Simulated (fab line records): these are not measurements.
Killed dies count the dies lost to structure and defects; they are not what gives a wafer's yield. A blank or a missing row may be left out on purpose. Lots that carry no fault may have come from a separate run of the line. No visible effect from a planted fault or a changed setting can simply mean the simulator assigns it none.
A struck lot beside a sound one	flow nand harc	15 steps out of a route of 1159
Sound: the wafers L456.2, L456.3, L456.4. Struck: wafer L472.5 (left out: L472.3, L472.4 of the same lot, which were not struck); the cause appears at the end.
Order at every step that has rows: each side's tool, ch and its chambers, its first start. Under that, the readings that differ: sound wafers	struck wafers	difference of the means	sigmas: that difference in standard deviations of wafers without a fault.
alike: readings with means less than 2 such deviations apart, plus words and numbers identical on both sides. not compared: withheld readings, readings lacking a value on some wafer, bounds such as >300 that could conceal the same value, and numbers that have no deviation in the record and whose values overlap.
Wherever a step has rows on one side only, a row that says differs or no value, or a row with sigmas, the two part there. When numbers do not overlap yet have no deviation, they are printed without sigmas and do not part them. A reading missing from all wafers of one side parts the sides only when that side holds two or more wafers.

first, 2 steps without rows for these wafers: NHARC_A_CONTACT_ETCH_77 (etches the open film in CF4/CHF3, target depth 72.6 nm, time 36.3 s); NHARC_A_CONTACT_ETCH_78 (etches the open film in O2/COS, target depth 2800 nm, time 728 s).
NHARC_A_CONTACT_ETCH_124: etches the open film in C4F8/O2/Ar, time 140 s, target depth 700 nm.
  sound on har cap etch-03 ch 0,1, day 20 09:11; struck on har cap etch-02 ch 1, day 23 09:37
  alike: run length s
  not compared: rf hours counter h
NHARC_A_CONTACT_ETCH_125: etches the open film in C4F8/O2/Ar, time 155 s, target depth 956 nm.
  sound on har cap etch-03 ch 0,1, day 20 09:23; struck on har cap etch-02 ch 1, day 23 09:47
  not compared: rf hours counter h, run length s
then, 6 steps without rows for these wafers: NHARC_A_CONTACT_ETCH_126 (etches the open film in C4F8/O2/Ar, time 155 s, target depth 956 nm); NHARC_A_CONTACT_ETCH_127 (etches the open film in C4F8/O2/Ar, time 155 s, target depth 956 nm); NHARC_A_CONTACT_ETCH_128 (etches the open film in C4F8/O2/Ar, time 155 s, target depth 956 nm); NHARC_A_CONTACT_ETCH_129 (etches the open film in C4F8/O2/Ar, time 155 s, target depth 956 nm); NHARC_A_CONTACT_ETCH_130 (etches the open film in C4F8/O2/Ar, time 155 s, target depth 956 nm); NHARC_A_CONTACT_ETCH_131 (etches the open film in C4F8/O2/Ar, time 155 s, target depth 956 nm).
NHARC_A_CONTACT_ETCH_132: etches the open film in C4F8/O2/Ar, time 156 s, target depth 958 nm.
  sound on har cap etch-03 ch 0,1, day 20 10:23; struck on har cap etch-02 ch 1, day 23 10:47
  not compared: rf hours counter h, run length s
NHARC_A_CONTACT_ETCH_133: etches the open film in C4F8/O2/Ar, time 195 s, target depth 840 nm.
  sound on har cap etch-03 ch 0,1, day 20 10:31; struck on har cap etch-02 ch 1, day 23 10:58
  alike: run length s
  not compared: rf hours counter h
NHARC_A_CONTACT_ETCH_91: etches the open film in CH3F/O2, target depth 40 nm, time 85.7 s.
  sound on rie diel-06 ch 0,1,3, day 20 11:06; struck on rie diel-06 ch 0, day 23 11:27
reading	sound	struck	difference	sigmas
run length s (s)	106.2 106.8 107.4	73.7	-33.1	-75
  alike: drypump motor current A, oes product au, rf vpp V, showerhead plenum p Torr, throttle valve pct
  not compared: rf hours counter h
NHARC_A_CONTACT_ETCH_97: etches the open film in C4F6/O2, target depth 20 nm, time 10 s.
  sound on rie diel-06 ch 0,1,2; struck on rie diel-06 ch 3
  alike: drypump motor current A, oes product au, rf vpp V, run length s, showerhead plenum p Torr, throttle valve pct
  not compared: rf hours counter h
then, 1 step without rows for these wafers: NHARC_END_SORT_01.

== WHERE THEY PART ==
Within this record, at NHARC_A_CONTACT_ETCH_91 only. Later steps at which nothing parts them and some readings are alike: NHARC_A_CONTACT_ETCH_97.

WHY: whatever the simulator had introduced
rie diel-06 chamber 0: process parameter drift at NHARC_A_CONTACT_ETCH_91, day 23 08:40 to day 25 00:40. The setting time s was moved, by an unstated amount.
